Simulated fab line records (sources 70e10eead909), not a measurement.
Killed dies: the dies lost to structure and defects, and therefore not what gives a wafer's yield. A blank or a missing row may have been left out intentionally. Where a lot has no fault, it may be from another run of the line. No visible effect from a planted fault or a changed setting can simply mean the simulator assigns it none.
fab line records -- flow nand_harc
record lots=6, wafers=18, last_day=24
route steps=1159 shown A_STAIRCASE@637 END@1159
lots with no fault: from the same line, run without faults
start_h: the number of hours between the record's first day and the start of the first shown wafer of the lot -- wait_h: hours from the lot's prior step to this one -- " repeats the value in the row above -- L1.1+2: one row covering several wafers at once -- - no value present, or no start provided -- * or withheld: withheld -- < > ~ a bound
route shown NAME@n: names a module that has steps shown in the file, with the first one's number in the route -- usual: mean/standard deviation of fault-free wafers -- same: alike in all rows -- chamber/n: place in a boat -- sites: the reading at each site -- _std_site: the standard deviation of these -- _edge_site: the outer-site mean with the inner-site mean subtracted -- radius_mm: for every site, how far away it sits from the centre of the wafer -- mask NAME#n: copy n -- behind: the most recent tool/chamber to have shaped the wafer -- hold: why the lot was held/for how many hours/how that ended -- device: the n, p or np transistor that did not switch -- end of line: the same wafers' tests at the end of the route -- step lacking rows: just its recipe -- killed: dies that structure and defects cost at the first sort, which is not the same as the wafer's yield -- map: the dies of a wafer, with x for killed, . for not killed, _ for no die there
set.NAME: setting as actually run; set.NAME@STEP: the setting as run at that earlier step -- model.NAME: the simulator's own value behind a step, which no gauge read
a table for each step, a row for each wafer; lots at some steps of the route
services: a tool's chamber out of use, with start hour (start_h, from the record's first day; less than 0 if before it), hours out, and reason
## steps
# step NHARC_A_STAIRCASE_HMDS_243
# recipe time_s=30
# step NHARC_A_STAIRCASE_COAT_244
# recipe spin_rpm=1200
# step NHARC_A_STAIRCASE_SOFTBAKE_245
# recipe temp_c=135, time_s=170
# step NHARC_A_STAIRCASE_EBR_246
# step NHARC_A_STAIRCASE_EXPOSE_247
# recipe na=0.5, dose_mj=25.34, mask_id=SDS_1
# step NHARC_A_STAIRCASE_PEB_248
# recipe peb_temp_c=115, peb_time_s=130
# step NHARC_A_STAIRCASE_DEVELOP_249
# recipe time_s=140
# step NHARC_A_STAIRCASE_HARDBAKE_251
# recipe temp_c=120, time_s=140
# step NHARC_A_STAIRCASE_DESCUM_252
# recipe time_s=3, o2_flow_sccm=200, ar_flow_sccm=0, bias_power_w=0, chemistry=O2
# step NHARC_A_STAIRCASE_ETCH_253
# recipe target_depth_a=500, time_s=20.2, ion_energy_ev=400, c4f8_flow_sccm=20, o2_flow_sccm=10, ar_flow_sccm=withheld, rf_w=600, bias_w=1000, chemistry=C4F8/O2
# step NHARC_A_STAIRCASE_STRIP_254
# recipe power_w=1500, temp_c=250, chemistry=O2
# step NHARC_A_STAIRCASE_STRIP_255
# recipe time_s=900, temp_c=130, chemistry=SPM
# same time_s=900
lot.wafer,tool,chamber,start_h,wait_h
L477.5+4+6,wet_bench-07,"5,6,2",256.85,0.1
L484.1+3+4,wet_bench-07,"1,3,4",287.70,0.3
L485.2+1+3,wet_bench-07,"7,0,1",320.43,0.3
L490.3+5+6,wet_bench-02,"3,5,6",334.27,0.2
L492.2+3+1,wet_bench-02,"6,7,1",353.43,0.3
L497.5+2+1,wet_bench-07,"5,6,7",386.79,0.1
# step NHARC_A_STAIRCASE_PRECLEAN_256
# recipe time_s=*, temp_c=50, bath_age_min=0, chemistry=SC1
# step NHARC_A_STAIRCASE_SRD_257
# step NHARC_A_STAIRCASE_HM_DEP_456
# recipe target_thk_a=15000, temp_c=400, material=aC
# step NHARC_A_STAIRCASE_DEP_259
# recipe target_thk_a=300, target_thk_nm=30, temp_c=400, pressure_torr=3.5, flow_sccm=200, rf_w=350, material=SiON
# usual heater_power_w=758/98, susceptor_temp_C=400.02/0.21
lot.wafer,tool,chamber,start_h,wait_h,heater_power_w,susceptor_temp_C
L477.6,pecvd-04,2,259.76,0.1,678,399.85
L477.5,pecvd-04,0,259.76,0.1,907,399.88
L477.4,pecvd-04,1,259.76,0.1,660,399.61
L484.3,pecvd-03,0,289.99,0.9,722,399.93
L484.1,pecvd-03,1,289.99,0.9,857,400.13
L484.4,pecvd-03,0,289.99,0.9,731,400.05
L485.1,pecvd-01,1,324.40,1.5,928,399.99
L485.3,pecvd-01,2,324.40,1.5,659,400.07
L485.2,pecvd-01,0,324.40,1.5,778,399.94
L490.3,pecvd-04,1,338.07,1.0,699,399.98
L490.6,pecvd-04,1,338.07,1.0,715,399.87
L490.5,pecvd-04,0,338.07,1.0,820,400.22
L492.2,pecvd-03,0,355.86,1.3,612,400.21
L492.3,pecvd-03,1,355.86,1.3,828,400.47
L492.1,pecvd-03,2,355.86,1.3,859,400.04
L497.2,pecvd-01,0,389.78,1.3,695,400.34
L497.1,pecvd-01,1,389.78,1.3,770,400.16
L497.5,pecvd-01,2,389.78,1.3,773,400.23
# step NHARC_A_STAIRCASE_DEHYDRATE_281
# recipe temp_c=150, time_s=120
# step NHARC_A_STAIRCASE_HMDS_282
# recipe time_s=30
# step NHARC_A_STAIRCASE_COAT_283
# recipe spin_rpm=1200
# step NHARC_A_STAIRCASE_SOFTBAKE_284
# recipe temp_c=135, time_s=170
# step NHARC_A_STAIRCASE_EBR_285
# step NHARC_A_STAIRCASE_EXPOSE_286
# recipe na=0.5, dose_mj=25.01, mask_id=CHOP_100
# step NHARC_A_STAIRCASE_PEB_287
# recipe peb_temp_c=115, peb_time_s=130
# step NHARC_A_STAIRCASE_DEVELOP_288
# recipe time_s=140
# step NHARC_A_STAIRCASE_HARDBAKE_290
# recipe temp_c=120, time_s=140
# step NHARC_A_STAIRCASE_DESCUM_291
# recipe time_s=3, o2_flow_sccm=200, ar_flow_sccm=0, bias_power_w=0, chemistry=O2
# usual drypump_motor_current_A=5.5/0.38, oes_product_au=1.003/0.013, rf_vpp_V=57.7/0.95, showerhead_plenum_p_Torr=1.88/0.063, throttle_valve_pct=11.312/0.0091
# same time_s=3
lot.wafer,tool,chamber,start_h,wait_h,drypump_motor_current_A,oes_product_au,rf_hours_counter_h,rf_vpp_V,showerhead_plenum_p_Torr,throttle_valve_pct
L477.4,rie_diel-02,2,260.70,-,5.3,0.999,40,58.5,1.85,11.301
L477.6,rie_diel-02,2,260.70,-,5.3,1.005,-,58.2,1.85,11.323
L477.5,rie_diel-02,3,260.70,-,5.2,1.004,-,55.8,1.88,11.291
L484.4,rie_diel-03,0,290.98,-,5.1,1.010,25,57.6,1.90,11.309
L484.1,rie_diel-03,1,290.98,-,4.9,0.995,24,58.8,1.95,11.315
L484.3,rie_diel-03,2,290.98,-,5.2,1.006,28,57.8,1.97,11.311
L485.1,rie_diel-02,2,325.39,-,5.3,1.002,62,57.5,1.84,11.304
L485.3,rie_diel-02,3,325.39,-,5.2,1.009,61,58.6,1.88,11.310
L485.2,rie_diel-02,1,325.39,-,6.0,1.007,56,57.3,1.78,11.330
L490.3,rie_diel-03,3,339.05,-,6.1,1.026,46,58.1,1.89,11.328
L490.6,rie_diel-03,0,339.05,-,5.1,1.009,-,57.0,1.89,11.308
L490.5,rie_diel-03,2,339.05,-,5.2,1.009,-,58.4,1.97,11.315
L492.1,rie_diel-12,3,356.72,-,5.3,1.005,48,56.3,1.94,11.294
L492.3,rie_diel-12,0,356.72,-,5.6,0.992,54,57.9,1.95,11.316
L492.2,rie_diel-12,2,356.72,-,6.1,0.974,51,57.9,2.00,11.317
L497.2,rie_diel-12,0,390.75,-,5.6,0.992,1,57.8,1.95,11.304
L497.1,rie_diel-12,1,390.75,-,5.9,1.005,1,56.5,1.83,11.303
L497.5,rie_diel-12,0,390.75,-,5.6,0.993,-,57.1,1.95,11.317
# step NHARC_A_STAIRCASE_ETCH_292
# recipe cf4_flow_sccm=100, chf3_flow_sccm=30, ar_flow_sccm=0, rf_w=500, bias_w=200, chemistry=CF4/CHF3
# usual drypump_motor_current_A=5.5/0.39, oes_product_au=0.956/0.024, rf_vpp_V=369.6/2.1, showerhead_plenum_p_Torr=1.55/0.051, throttle_valve_pct=16.804/0.0095
lot.wafer,tool,chamber,start_h,wait_h,drypump_motor_current_A,oes_product_au,rf_hours_counter_h,rf_vpp_V,showerhead_plenum_p_Torr,throttle_valve_pct
L477.4,rie_diel-02,1,260.82,0.1,6.0,0.929,35,367.3,1.47,16.807
L477.6,rie_diel-02,3,260.82,0.1,5.2,0.935,-,368.4,1.55,16.794
L477.5,rie_diel-02,0,260.82,0.1,5.8,0.929,-,369.4,1.52,16.789
L484.3,rie_diel-03,2,291.05,0.1,5.2,0.989,28,373.4,1.62,16.806
L484.1,rie_diel-03,0,291.05,0.1,5.1,0.967,25,370.2,1.56,16.804
L484.4,rie_diel-03,1,291.05,0.1,4.9,0.970,24,370.2,1.60,16.820
L485.2,rie_diel-02,0,325.48,0.1,5.8,0.980,64,367.6,1.51,16.806
L485.1,rie_diel-02,1,325.48,0.1,6.0,0.973,56,365.7,1.47,16.810
L485.3,rie_diel-02,3,325.48,0.1,5.2,0.970,61,369.1,1.54,16.810
L490.3,rie_diel-03,2,339.16,0.1,5.2,0.971,46,372.0,1.62,16.800
L490.5,rie_diel-03,2,339.16,0.1,5.2,0.963,-,372.2,1.62,16.812
L490.6,rie_diel-03,3,339.16,0.1,6.1,0.988,-,371.2,1.55,16.822
L492.2,rie_diel-12,1,356.80,0.1,5.9,0.974,54,367.1,1.51,16.821
L492.3,rie_diel-12,3,356.80,0.1,5.3,0.960,48,371.0,1.60,16.805
L492.1,rie_diel-12,0,356.80,0.1,5.6,0.940,54,371.7,1.60,16.809
L497.2,rie_diel-12,3,390.94,0.2,5.3,0.942,1,371.1,1.59,16.799
L497.1,rie_diel-12,1,390.94,0.2,5.9,0.973,1,368.3,1.51,16.807
L497.5,rie_diel-12,2,390.94,0.2,6.1,0.946,-,372.0,1.64,16.822
# step NHARC_A_STAIRCASE_HM_OPEN_460
# recipe o2_flow_sccm=400, cos_flow_sccm=20, ar_flow_sccm=0, rf_w=500, bias_w=300, chemistry=O2/COS
# usual drypump_motor_current_A=5.5/0.38, oes_product_au=1.003/0.013, rf_vpp_V=466.3/2.2, showerhead_plenum_p_Torr=3.08/0.098, throttle_valve_pct=28.330/0.0095
lot.wafer,tool,chamber,start_h,wait_h,drypump_motor_current_A,oes_product_au,rf_hours_counter_h,rf_vpp_V,showerhead_plenum_p_Torr,throttle_valve_pct
L477.4,rie_diel-02,3,-,-,5.2,1.007,39,466.0,3.07,28.329
L477.5,rie_diel-02,3,-,-,5.2,1.018,-,467.5,3.07,28.312
L477.6,rie_diel-02,0,-,-,5.8,1.006,-,463.6,3.01,28.316
L484.3,rie_diel-03,1,-,-,4.9,0.992,24,469.0,3.18,28.335
L484.1,rie_diel-03,3,-,-,6.0,1.011,28,465.7,3.09,28.337
L484.4,rie_diel-03,0,-,-,5.1,1.001,25,467.1,3.10,28.337
L485.2,rie_diel-02,2,-,-,5.3,1.001,62,464.6,3.01,28.337
L485.3,rie_diel-02,3,-,-,5.2,1.007,61,467.0,3.06,28.316
L485.1,rie_diel-02,1,-,-,6.0,1.005,56,462.7,2.92,28.359
L490.3,rie_diel-03,0,-,-,5.1,1.008,43,466.1,3.09,28.346
L490.6,rie_diel-03,3,-,-,6.1,1.029,-,467.3,3.08,28.325
L490.5,rie_diel-03,2,-,-,5.2,1.009,-,469.6,3.21,28.346
L492.2,rie_diel-12,0,-,-,5.6,0.971,54,468.5,3.18,28.325
L492.3,rie_diel-12,1,-,-,5.9,0.998,54,465.1,3.00,28.324
L492.1,rie_diel-12,2,-,-,6.1,0.975,51,469.3,3.26,28.324
L497.2,rie_diel-12,2,-,-,6.1,0.986,1,470.0,3.26,28.307
L497.1,rie_diel-12,3,-,-,5.3,1.005,2,468.5,3.16,28.336
L497.5,rie_diel-12,1,-,-,5.9,1.014,-,464.7,3.00,28.325
# step NHARC_A_STAIRCASE_STRIP_461
# recipe o2_flow_sccm=400, cos_flow_sccm=20, ar_flow_sccm=0, bias_w=0, chemistry=O2/COS
# step NHARC_A_STAIRCASE_ETCH_452
# recipe target_depth_a=300, overetch_a=30, time_s=16.5, ion_energy_ev=100, cf4_flow_sccm=80, o2_flow_sccm=20, ar_flow_sccm=0, rf_w=300, bias_w=100, chemistry=CF4/O2
# usual drypump_motor_current_A=5.5/0.39, oes_product_au=1.004/0.014, rf_vpp_V=197.5/1.2, showerhead_plenum_p_Torr=1.31/0.043, throttle_valve_pct=13.397/0.0084
# same time_s=16.5
lot.wafer,tool,chamber,start_h,wait_h,drypump_motor_current_A,oes_product_au,rf_hours_counter_h,rf_vpp_V,showerhead_plenum_p_Torr,throttle_valve_pct
L477.4,rie_diel-02,1,-,-,6.0,0.996,35,196.1,1.25,13.396
L477.6,rie_diel-02,3,-,-,5.2,1.000,-,198.5,1.31,13.391
L477.5,rie_diel-02,0,-,-,5.8,1.012,-,197.4,1.29,13.404
L484.4,rie_diel-03,1,-,-,4.9,0.984,24,198.4,1.36,13.391
L484.1,rie_diel-03,2,-,-,5.2,1.018,28,198.5,1.38,13.409
L484.3,rie_diel-03,3,-,-,6.0,1.023,28,198.0,1.32,13.398
L485.2,rie_diel-02,1,-,-,6.0,1.007,56,195.6,1.24,13.413
L485.1,rie_diel-02,2,-,-,5.3,0.988,62,196.4,1.29,13.393
L485.3,rie_diel-02,0,-,-,5.8,1.009,64,195.9,1.28,13.405
L490.3,rie_diel-03,3,-,-,6.0,1.017,46,197.4,1.32,13.396
L490.5,rie_diel-03,0,-,-,5.1,1.012,-,198.2,1.32,13.405
L490.6,rie_diel-03,1,-,-,4.9,0.998,-,198.9,1.36,13.410
L492.1,rie_diel-12,0,-,-,5.6,0.977,55,199.4,1.36,13.400
L492.3,rie_diel-12,2,-,-,6.1,0.983,51,199.0,1.40,13.383
L492.2,rie_diel-12,3,-,-,5.3,0.997,48,199.0,1.36,13.396
L497.1,rie_diel-12,0,-,-,5.6,0.989,2,197.5,1.36,13.388
L497.2,rie_diel-12,1,-,-,5.9,1.009,2,197.3,1.28,13.393
L497.5,rie_diel-12,0,-,-,5.6,0.985,-,198.7,1.36,13.390
# step NHARC_A_STAIRCASE_ETCH_294
# recipe target_depth_a=49920, time_s=1212.4, ion_energy_ev=800, c4f8_flow_sccm=80, o2_flow_sccm=60, ar_flow_sccm=withheld, rf_w=600, bias_w=3000, chemistry=C4F8/O2/Ar
# step NHARC_A_STAIRCASE_STRIP_295
# recipe o2_flow_sccm=500, ar_flow_sccm=0, bias_w=0, chemistry=O2
# step NHARC_A_STAIRCASE_STRIP_296
# recipe time_s=900, temp_c=130, chemistry=SPM
# step NHARC_A_STAIRCASE_PRECLEAN_297
# recipe time_s=*, temp_c=50, bath_age_min=0, chemistry=SC1
# step NHARC_A_STAIRCASE_SRD_298
# step NHARC_A_STAIRCASE_HM_DEP_462
# recipe target_thk_a=8000, temp_c=400, material=aC
# step NHARC_A_STAIRCASE_DEP_301
# recipe target_thk_a=300, target_thk_nm=30, temp_c=400, pressure_torr=3.5, flow_sccm=200, rf_w=350, material=SiON
# step NHARC_A_STAIRCASE_DEHYDRATE_302
# recipe temp_c=150, time_s=120
# step NHARC_A_STAIRCASE_HMDS_303
# recipe time_s=30
# step NHARC_END_SORT_01
# recipe temp_c=25
# usual killed_at_array=28/11, killed_at_other=0.5/0.87, killed_at_periphery=2.9/2.2, killed_dies=32/11, killed_open=3.2/1.9, killed_short=1.8/1.4
# same gross_dies=677
lot.wafer,tool,chamber,start_h,wait_h,killed_at_array,killed_at_other,killed_at_periphery,killed_dies,killed_open,killed_short
L484.1,prober-02,0,475.54,2.5,69,1,3,73,4,3
L484.3,prober-02,0,477.13,3.1,99,0,2,101,3,4
L484.4,prober-02,0,477.93,3.4,71,0,0,71,1,1
L485.1,prober-01,0,508.53,2.5,104,0,9,113,5,3
L485.2,prober-01,0,509.32,2.8,110,0,3,113,2,2
L485.3,prober-01,0,510.10,3.1,70,0,5,75,3,2
L492.3,prober-02,0,544.63,3.1,33,1,4,38,2,2
# killed by level:class
L484.1 A_STAIRCASE:unspecified=47 A_CONTACT:chamber_film_flake=7 A_SLIT:chamber_film_flake=6 A_STAIRCASE:chamber_film_flake=3 P_CONTACT:geometric_particle:short=2 A_CONTACT:geometric_particle:open=2 A_CHANNEL_HOLE_D1:chamber_film_flake=2 P_CONTACT:geometric_particle:open=1
L484.3 A_STAIRCASE:unspecified=77 A_SLIT:chamber_film_flake=9 A_CHANNEL_HOLE_D1:chamber_film_flake=3 A_STAIRCASE:chamber_film_flake=2 A_CONTACT:chamber_film_flake=2 P_CONTACT:geometric_particle:open=1 A_ONON_D1:geometric_particle:open=1 A_CHANNEL_FILL_D1:geometric_particle:short=1
L484.4 A_STAIRCASE:unspecified=57 A_SLIT:chamber_film_flake=5 A_CONTACT:chamber_film_flake=4 A_STAIRCASE:chamber_film_flake=2 A_ONON_D1:geometric_particle:short=1 A_M0:geometric_particle:open=1 A_BLC:chamber_film_flake=1
L485.1 A_STAIRCASE:unspecified=77 A_SLIT:chamber_film_flake=13 P_M2:chamber_film_flake=6 A_CHANNEL_HOLE_D1:chamber_film_flake=3 A_CONTACT:chamber_film_flake=3 A_M1:chamber_film_flake=2 P_GATE:geometric_particle:open=1 P_CONTACT:geometric_particle:open=1
L485.2 A_STAIRCASE:unspecified=79 A_SLIT:chamber_film_flake=12 A_CHANNEL_HOLE_D1:chamber_film_flake=5 A_STAIRCASE:chamber_film_flake=4 A_CONTACT:chamber_film_flake=4 A_M1:chamber_film_flake=3 A_ONON_D1:geometric_particle:short=2 P_M0:geometric_particle:open=1
L485.3 A_STAIRCASE:unspecified=46 A_SLIT:chamber_film_flake=12 A_CHANNEL_HOLE_D1:chamber_film_flake=3 A_STAIRCASE:chamber_film_flake=3 P_STI:chamber_film_flake=2 P_CONTACT:geometric_particle:open=1 P_M0:geometric_particle:open=1 A_WL_FILL:geometric_particle:short=1
L492.3 A_CHANNEL_HOLE_D1:chamber_film_flake=16 A_SLIT:chamber_film_flake=11 P_GATE:chamber_film_flake=2 A_CONTACT:chamber_film_flake=2 P_CONTACT:geometric_particle:open=1 P_CONTACT:geometric_particle:short=1 A_WL_FILL:geometric_particle:short=1 A_CONTACT:geometric_particle:open=1
# map L484.3 (x killed, . not)
____________.____________
_________......._________
_______..........._______
______x........x...______
_____..............._____
____.................____
____.................____
___...................___
___...................___
__.....................__
__................x....__
_......................._
_........x.............._
_......................._
_.xx...................._
_......................._
..x......................
.........................
..............x..........
.........................
.................x.......
_............xx........._
_...........xxx..x.x...._
_....x.....xx..........._
_.........x..xxx........_
_..........xx.xx........_
__.........xxxx........__
__.......xxxxxxx.......__
___......xxxxxxx......___
___.....xxxxxxxx......___
____x...xxxxxxxxx....____
____...xx.xxxxxxxx...____
_____..x.xxxxxxxxx.._____
______...xxxxxxx...______
_______...xxxxxx.._______
_________x..xxxx_________
____________.____________
# map L485.1 (x killed, . not)
____________.____________
_________......._________
_______x.x........_______
______.............______
_____....x.........._____
____.........x.......____
____.................____
___.....x.x...........___
___....xxxx..x........___
__...x..xxx.x..........__
__...xxxxxxx...........__
_....x.xxxxx............_
_...x.xxxxxxx........x.._
_....xxxxxxx............_
_....xxxxxxxx..........._
_.....xxxxxxxx.........._
.x...xxxxxxxx.x........x.
x.x..xxxxxxxx..........x.
x......xxxxx............x
.....x.....xx............
.....x......xxx..........
_...........x.........x._
_..........xxxxx........_
_..........xx..........._
_..........x............_
_..........x............_
__......x..x...........__
__................x....__
___...................___
___x..................___
____.................____
____.................____
_____...x..........._____
______.............______
_______..........._______
_________......._________
____________.____________
## services
tool,chamber,start_h,hours,kind
rie_diel-02,0,233.36,-,clean
rie_diel-02,1,233.36,-,clean
rie_diel-02,2,233.36,-,clean
rie_diel-02,3,233.36,-,clean
rie_diel-12,0,236.33,-,clean
pecvd-01,-,237.05,13.0,pm
pecvd-04,-,260.62,1.5,repair
wet_bench-07,-,272.07,8.0,pm
pecvd-01,2,273.73,10.3,repair
wet_bench-02,-,286.08,7.9,repair
rie_diel-02,3,287.61,5.5,repair
pecvd-03,-,292.01,13.0,pm
rie_diel-12,3,319.36,2.0,repair
rie_diel-02,-,327.86,9.0,pm
rie_diel-03,1,332.84,6.5,repair
rie_diel-12,1,337.97,1.2,repair
pecvd-04,2,343.23,18.0,repair
wet_bench-02,-,356.00,8.0,pm
pecvd-01,1,370.55,4.8,repair
pecvd-04,-,376.19,13.0,pm
pecvd-01,2,376.93,6.7,repair
rie_diel-12,-,379.86,9.0,pm
rie_diel-02,0,383.46,2.1,repair
rie_diel-02,-,388.79,0.9,repair
## key
first_sign step=NHARC_END_SORT_01, reading=killed_dies, direction=up, sigmas=5.4, usual=32, struck=91
effect step=NHARC_END_SORT_01, reading=killed_at_array, direction=up, sigmas=5.4, usual=28, struck=87
more_kills_born_at NHARC_A_STAIRCASE_STRIP_255@wet_bench-07=383
met_at NHARC_A_STAIRCASE_STRIP_255
struck_wafers L484.1,L484.3,L484.4,L485.1,L485.2,L485.3
tester_left_out L484,L485
onset_between 256.85 287.70
fault kind=chamber_particle_source, tool=wet_bench-07, chamber=-, onset_h=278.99, steps=NHARC_A_STAIRCASE_STRIP_255, rate_per_visit_cm2=0.55115, end_h=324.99
# tester_left_out: of these lots the tester's yield and bins aren't shown, on N5 and GAA mostly nor the transistor test; their killed dies are dies lost to structure and defects alone, not to doping, threshold or leakage, so they don't give the yield
